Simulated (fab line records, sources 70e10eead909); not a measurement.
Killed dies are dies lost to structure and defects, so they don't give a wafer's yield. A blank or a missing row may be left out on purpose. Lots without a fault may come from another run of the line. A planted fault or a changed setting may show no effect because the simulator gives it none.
Problem report in the 8D (eight disciplines) form, filled by code | flow nand_harc | the parts of the form that need people (team, actions taken, sign-off) are left out

1. THE PROBLEM
cd_nm at NHARC_A_CHANNEL_HOLE_D1_CD_MEAS_10 reads a mean of 102.9 nm on 6 wafers of 2 lots; wafers without a fault read 100.1 nm with a standard deviation of 0.53. That is +5.3 standard deviations from the usual mean.
The step: target cd 100 nm.
First seen on wafer L759.1, day 9 21:05, on cd_sem-01. The record holds 39 wafers of 13 lots with a number at this step. Rule for "out", or "out of limits": more than 4 standard deviations from the usual mean. The other wafers with a number count as sound.

2. WHAT IT IS AND WHAT IT IS NOT
question                    | is                     | is not
which readings at this step | cd_nm                  | -
which lots                  | L759, L760             | L756, L758, L764, L770, L771, L773, L774, L775, L776, L777, L778
which wafers of those lots  | all that have a number | -
read on which gauges        | cd_sem-01, cd_sem-03   | cd_sem-02
when                        | from day 9 21:05       | up to then (6 sound wafers); but 27 sound wafers of L764, L770, L771, L773, L774, L775, L776, L777, L778 came after

3. SUSPECTS, AND WHAT RULES EACH OUT
Counting: a tool at a process step up to the reading stays a suspect if it ran every lot that is out and no sound lot after the first of them.
- the gauge at NHARC_A_CHANNEL_HOLE_D1_CD_MEAS_10: ruled out. The wafers that are out were read on 2 gauges (cd_sem-01, cd_sem-03).
- litho_track-06 at NHARC_A_CHANNEL_HOLE_D1_PEB_08 (peb time 65 s): ruled out as a lasting fault. Sound lots L776, L777 ran on it after its first lot that is out, L759 (day 9 21:01).
Left after counting: nothing in the record.

4. THE CAUSE (what the simulator had put in)
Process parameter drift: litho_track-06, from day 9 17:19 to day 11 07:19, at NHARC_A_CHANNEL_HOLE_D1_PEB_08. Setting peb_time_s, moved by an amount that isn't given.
Counting ruled it out, wrongly: the rule takes a fault to strike every lot that its tool runs from its start on, and this one did not.

5. THE CHAIN OF EFFECTS, in route order
Each row: a reading whose mean over the struck wafers that have a number lies more than 3 standard deviations from the usual. Only readings for which the record gives a usual standard deviation are gone through. hours: the time from each lot's start at the first step in this table that gives one to its start at this step, as a median over the lots. sigmas: the change in usual standard deviations.
hours | step                               | reading | usual    | on struck wafers | change | sigmas
0     | NHARC_A_CHANNEL_HOLE_D1_CD_MEAS_10 | cd_nm   | 100.1 nm | 102.9            | +2.8   | +5.3

6. WHAT WOULD HAVE CAUGHT IT SOONER
In this record the first reading out of limits at a measuring or inspecting step was taken at day 9 21:05, 4 hours after the fault began at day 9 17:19.
